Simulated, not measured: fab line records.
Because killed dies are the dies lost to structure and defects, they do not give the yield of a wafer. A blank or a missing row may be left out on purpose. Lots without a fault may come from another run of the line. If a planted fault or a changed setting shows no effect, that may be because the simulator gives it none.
Comparing a struck lot with a sound one / flow nandHarc / 15 out of 1302 route steps
Sound: these wafers, L940.2, L940.5, L940.6. Wafers struck: L934.1, L934.2, L934.3. The cause is given at the end.
At each step with rows: each side's tool, then ch and its chambers, then its first start. Under that, the readings that differ: sound wafers / struck wafers / difference of the means / sigmas: that difference in standard deviations of wafers without a fault.
alike: a reading whose means differ by less than 2 such deviations, as well as words and numbers matching on both sides. not compared: withheld readings; readings where some wafer has no value; bounds like >300 that might hide an equal value; numbers whose values overlap and for which the record gives no deviation.
A row with sigmas, a row that says differs or no value, or rows on one side alone: a step with any of these is where the two part. Numbers that don't overlap but have no deviation are shown without sigmas and don't part them. A reading that every wafer of one side lacks parts them only if that side has two wafers or more.

first, 7 steps without rows for these wafers: NHARC_A_BONDPAD_COAT_33 (time 65 s); NHARC_A_BONDPAD_COAT_03 (resist thk 600 nm); NHARC_A_BONDPAD_SOFTBAKE_04 (time 70 s); NHARC_A_BONDPAD_EBR_05; NHARC_A_BONDPAD_EXPOSE_06 (exposes mask A BPAD); NHARC_A_BONDPAD_PEB_07 (peb time 80 s); NHARC_A_BONDPAD_DEVELOP_08 (time 50 s).
NHARC_A_BONDPAD_CD_MEAS_09: target cd 500 nm.
  sound on cdSem-01 ch 0, day 31 21:38; struck on cdSem-01 ch 0, day 30 04:47
  alike: cdNm
NHARC_A_BONDPAD_OVL_MEAS_35:
  sound: overlay-02 at day 31 21:44; struck: overlay-02 at day 30 04:53
reading=overlayXNm (nm); sound=-5 -5 -5; struck=9 9 9; difference=+14; sigmas=+3
  alike: overlayYNm
then, 1 step without rows for these wafers: NHARC_A_BONDPAD_HARDBAKE_10 (time 65 s).
NHARC_A_BONDPAD_DESCUM_11: chemistry O2, time 3 s.
  sound on rieDiel-05 ch 0,2,3, day 31 21:53; struck on rieDiel-05 ch 0,1,2, day 30 05:01
  alike: chamberPressureMTorr, drypumpMotorCurrentA, oesProductAu, rfVppV, showerheadPlenumPTorr, throttleValvePct
  not compared: rfHoursCounterH
NHARC_A_BONDPAD_ETCH_34: etches the open film in N2/H2, target depth 60 nm, overetch 18 nm, time 65.91 s.
  sound on rieDiel-05 ch 0,1, day 31 21:56; struck on rieDiel-05 ch 0,1,3, day 30 05:05
  alike: biasW, chamberPressureMTorr, drypumpMotorCurrentA, n2FlowSccm, oesProductAu, rfFwdPowerW, rfVppV, showerheadPlenumPTorr, throttleValvePct
  not compared: rfHoursCounterH
NHARC_A_BONDPAD_ETCH_12: etches the open film in CHF3/O2, target depth 220 nm, time 110 s.
  sound on rieDiel-05 ch 0,2,3, day 31 22:03; struck on rieDiel-05 ch 1,2,3, day 30 05:11
  no value came back on the struck wafers for any of 8 readings (biasW (W), chamberPressureMTorr (mTorr) and others); on the sound wafers biasW (W) reads 200.1 200.2 199.9
  not compared: rfHoursCounterH
NHARC_A_BONDPAD_CD_MEAS_13:
  sound: cdSem-01 at day 31 22:10; struck: cdSem-01 at day 30 05:19
  alike: cdNm
NHARC_END_SORT_01:
  sound on prober-01 ch 0, day 33 03:52; struck on prober-02 ch 0, day 31 12:04
reading=hold; sound=- - -; struck=awaitDispo/1.8h/scrap awaitDispo/1.8h/scrap awaitDispo/1.8h/scrap; difference=no value on the sound wafers; sigmas=
reading=defectLimitedYield (%); sound=91.1 91.4 93.2; struck=0 0 0; difference=-92; sigmas=-35
reading=killedAtArray; sound=59 54 42; struck=675 674 676; difference=+623; sigmas=+37
reading=killedDies; sound=60 58 46; struck=677 677 677; difference=+622; sigmas=+37
  alike: killedAtOther, killedAtPeriphery, killedOpen, killedShort

## WHERE THEY PART
Earliest at NHARC_A_BONDPAD_OVL_MEAS_35; latest, in this record, at NHARC_END_SORT_01.

WHY: what had been put in by the simulator
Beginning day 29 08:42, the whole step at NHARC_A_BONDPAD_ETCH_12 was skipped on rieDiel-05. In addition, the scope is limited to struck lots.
